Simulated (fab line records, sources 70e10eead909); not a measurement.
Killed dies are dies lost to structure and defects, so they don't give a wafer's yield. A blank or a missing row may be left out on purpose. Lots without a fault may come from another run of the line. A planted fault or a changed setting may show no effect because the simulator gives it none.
Which tool did it? | flow nand_harc | 13 lots, 39 wafers sampled, at 5 steps of a route of 1302

WHAT THE GAUGES READ, wafer by wafer
NHARC_THIN_TSV_CD_MEAS_16.
lot  | measured     | on        | cd_nm (nm)
L536 | day 24 15:35 | cd_sem-01 | 999.0 1000.7 999.4
L537 | day 24 17:51 | cd_sem-03 | 1000.5 999.9 1000.3
L538 | day 24 21:30 | cd_sem-01 | 1000.9 1002.3 1001.3
L543 | day 27 00:06 | cd_sem-01 | 998.7 995.5 997.5
L544 | day 27 06:14 | cd_sem-01 | 999.2 998.4 999.8
L545 | day 27 12:42 | cd_sem-01 | 997.7 999.9 999.8
L548 | day 27 18:29 | cd_sem-01 | 998.5 998.4 999.9
L547 | day 28 07:49 | cd_sem-02 | 1000.0 1001.3 999.6
L549 | day 29 07:47 | cd_sem-03 | 997.9 998.0 996.1
L550 | day 29 14:01 | cd_sem-02 | 997.1 998.1 1000.5
L552 | day 30 18:31 | cd_sem-02 | 999.2 1001.3 998.0
L554 | day 31 08:11 | cd_sem-02 | 997.5 997.1 996.7
L558 | day 33 13:12 | cd_sem-02 | 999.7 998.5 1001.3

NHARC_END_SORT_01.
lot  | measured     | on        | killed_at_array | killed_at_other | killed_at_periphery | killed_dies | killed_open | killed_short
L538 | day 25 14:40 | prober-02 | 89 112 85       | 0 1 1           | 3 2 3               | 92 115 89   | 5 6 4       | 6 4 4
L550 | day 30 08:08 | prober-02 | 101 147 123     | 2 0 3           | 6 2 4               | 109 149 130 | 1 4 5       | 2 1 2
L552 | day 31 11:17 | prober-01 | 182 168 157     | 1 2 4           | 3 3 8               | 186 173 169 | 7 0 7       | 2 2 4

WHICH TOOL RAN EACH LOT (tool, then ch and the chambers of the sampled wafers, then the start)
lot  | NHARC_A_CONTACT_ETCH_76            | NHARC_THIN_TSV_STRIP_62              | NHARC_THIN_TSV_ANNEAL_52
L536 | rie_diel-08 ch 0,2,3, day 22 13:27 | plasma_asher-02 ch 1, day 24 17:19   | rtp_anneal-02 ch 0, day 24 18:44
L537 | rie_diel-08 ch 2,3, day 22 21:57   | plasma_asher-02 ch 1, day 24 19:31   | rtp_anneal-01 ch 0, day 24 20:54
L538 | rie_diel-08 ch 0,1, day 23 00:26   | plasma_asher-01 ch 0,1, day 24 23:09 | rtp_anneal-01 ch 0, day 25 00:33
L543 | rie_diel-12 ch 0,1, day 25 04:08   | plasma_asher-01 ch 0,1, day 27 01:50 | rtp_anneal-02 ch 0, day 27 03:13
L544 | rie_diel-08 ch 1,2,3, day 25 10:05 | plasma_asher-02 ch 0,1, day 27 07:57 | rtp_anneal-01 ch 0, day 27 09:22
L545 | rie_diel-08 ch 0,2, day 25 16:39   | plasma_asher-01 ch 0,1, day 27 14:19 | rtp_anneal-02 ch 0, day 27 15:42
L548 | rie_diel-08 ch 0,2,3, day 25 23:11 | plasma_asher-01 ch 0,1, day 27 20:07 | rtp_anneal-01 ch 0, day 27 21:31
L547 | rie_diel-08 ch 0,1,3, day 26 08:25 | plasma_asher-02 ch 0,1, day 28 09:43 | rtp_anneal-01 ch 0, day 28 11:08
L549 | rie_diel-08 ch 0,3, day 27 12:47   | plasma_asher-02 ch 0,1, day 29 09:31 | rtp_anneal-01 ch 0, day 29 11:08
L550 | rie_diel-08 ch 0,1,2, day 27 16:08 | plasma_asher-01 ch 0,1, day 29 15:41 | rtp_anneal-02 ch 0, day 29 17:01
L552 | rie_diel-08 ch 0,2, day 28 18:57   | plasma_asher-02 ch 0,1, day 30 20:15 | rtp_anneal-01 ch 0, day 30 21:42
L554 | rie_diel-12 ch 0,3, day 29 13:00   | plasma_asher-01 ch 0, day 31 09:50   | rtp_anneal-02 ch 0, day 31 11:11
L558 | rie_diel-12 ch 0,1,2, day 31 03:43 | plasma_asher-01 ch 0,1, day 33 14:56 | rtp_anneal-02 ch 0, day 33 16:19
- NHARC_A_CONTACT_ETCH_76: etches the open film in N2/H2, target depth 260 nm, time 475.3 s.
- NHARC_THIN_TSV_STRIP_62: strips in N2/H2, time 20 s.
- NHARC_THIN_TSV_ANNEAL_52: time 90 s.

WHAT THE TOOLS THEMSELVES READ (means of the sampled wafers that have a number; where no wafer has one, the mark that the record gives instead)
NHARC_A_CONTACT_ETCH_76.
lot  | tool        | drypump_motor_current_A (A) | mfc_ar_sccm (sccm) | n2_flow_sccm (sccm) | oes_product_au (a.u.) | rf_vpp_V (V) | showerhead_plenum_p_Torr (Torr) | throttle_valve_pct (%)
L536 | rie_diel-08 | 5.49                        | 0.016              | 150.1               | 0.999                 | 432.5        | 2.10                            | 14.167
L537 | rie_diel-08 | 5.51                        | 0.026              | 150.4               | 0.996                 | 433.8        | 2.15                            | 14.173
L538 | rie_diel-08 | 5.79                        | 0.000              | 150.1               | 0.993                 | 429.0        | 2.01                            | 14.173
L543 | rie_diel-12 | 5.65                        | 0.024              | 149.6               | 1.000                 | 429.4        | 2.01                            | 14.170
L544 | rie_diel-08 | 5.68                        | 0.016              | 150.0               | 1.013                 | 432.0        | 2.10                            | 14.177
L545 | rie_diel-08 | 5.54                        | 0.006              | 150.2               | 1.016                 | 430.7        | 2.05                            | 14.172
L548 | rie_diel-08 | 5.50                        | 0.016              | 149.6               | 0.998                 | 432.0        | 2.10                            | 14.177
L547 | rie_diel-08 | 5.79                        | 0.010              | 150.0               | 1.013                 | 430.9        | 2.05                            | 14.173
L549 | rie_diel-08 | 5.61                        | 0.010              | 150.3               | 1.001                 | 430.8        | 2.06                            | 14.185
L550 | rie_diel-08 | 5.69                        | 0.006              | 150.3               | 1.007                 | 431.3        | 2.05                            | 14.167
L552 | rie_diel-08 | 5.53                        | 0.006              | 149.7               | 1.004                 | 431.2        | 2.05                            | 14.169
L554 | rie_diel-12 | 5.43                        | 0.013              | 149.9               | 1.000                 | 428.6        | 2.00                            | 14.170
L558 | rie_diel-12 | 5.72                        | 0.018              | 149.6               | 1.006                 | 428.6        | 1.99                            | 14.172

NHARC_THIN_TSV_STRIP_62.
lot  | tool            | drypump_motor_current_A (A) | heater_power_w (W)
L536 | plasma_asher-02 | 5.7                         | 354
L537 | plasma_asher-02 | 5.7                         | 349
L538 | plasma_asher-01 | 6.0                         | 311
L543 | plasma_asher-01 | 6.0                         | 309
L544 | plasma_asher-02 | 6.0                         | 356
L545 | plasma_asher-01 | 5.6                         | 341
L548 | plasma_asher-01 | 5.6                         | 342
L547 | plasma_asher-02 | 6.0                         | 356
L549 | plasma_asher-02 | 6.1                         | 360
L550 | plasma_asher-01 | 6.0                         | 316
L552 | plasma_asher-02 | 6.1                         | 358
L554 | plasma_asher-01 | 6.4                         | 293
L558 | plasma_asher-01 | 5.6                         | 323

NHARC_THIN_TSV_ANNEAL_52.
lot  | tool          | wafer_temp_C_max
L536 | rtp_anneal-02 | 225.33
L537 | rtp_anneal-01 | 225.27
L538 | rtp_anneal-01 | 225.57
L543 | rtp_anneal-02 | 225.52
L544 | rtp_anneal-01 | 225.57
L545 | rtp_anneal-02 | 225.60
L548 | rtp_anneal-01 | 225.62
L547 | rtp_anneal-01 | 225.38
L549 | rtp_anneal-01 | 225.45
L550 | rtp_anneal-02 | 225.75
L552 | rtp_anneal-01 | 225.40
L554 | rtp_anneal-02 | 225.66
L558 | rtp_anneal-02 | 225.50

THE ANSWER, worked out from the rows above alone
Rule: what is usual is taken from the lots themselves. Put in order of their means at a reading, lots are off if they are a third of the lots or fewer, leave a main group of 4 or more, and stand apart from it by a gap of 3 or more times the standard deviation of the main group's means; of several such gaps the widest counts. A main group whose means are all the same, to the digits that the tables above print for the reading, isn't used. A lot without any number at a reading at which 4 lots or more have one is off too. The other lots that the step has rows for count as sound. The gauges are gone through in route order, then the tools' own readings, and for those a lot's mean is taken as printed above. The first step at which some lot is off is used, and at that step the reading that is off furthest; a lot without a number counts as furthest.
No lot is off at any reading shown: from this, nothing can be told.

WHAT THE SIMULATOR HAD PUT IN
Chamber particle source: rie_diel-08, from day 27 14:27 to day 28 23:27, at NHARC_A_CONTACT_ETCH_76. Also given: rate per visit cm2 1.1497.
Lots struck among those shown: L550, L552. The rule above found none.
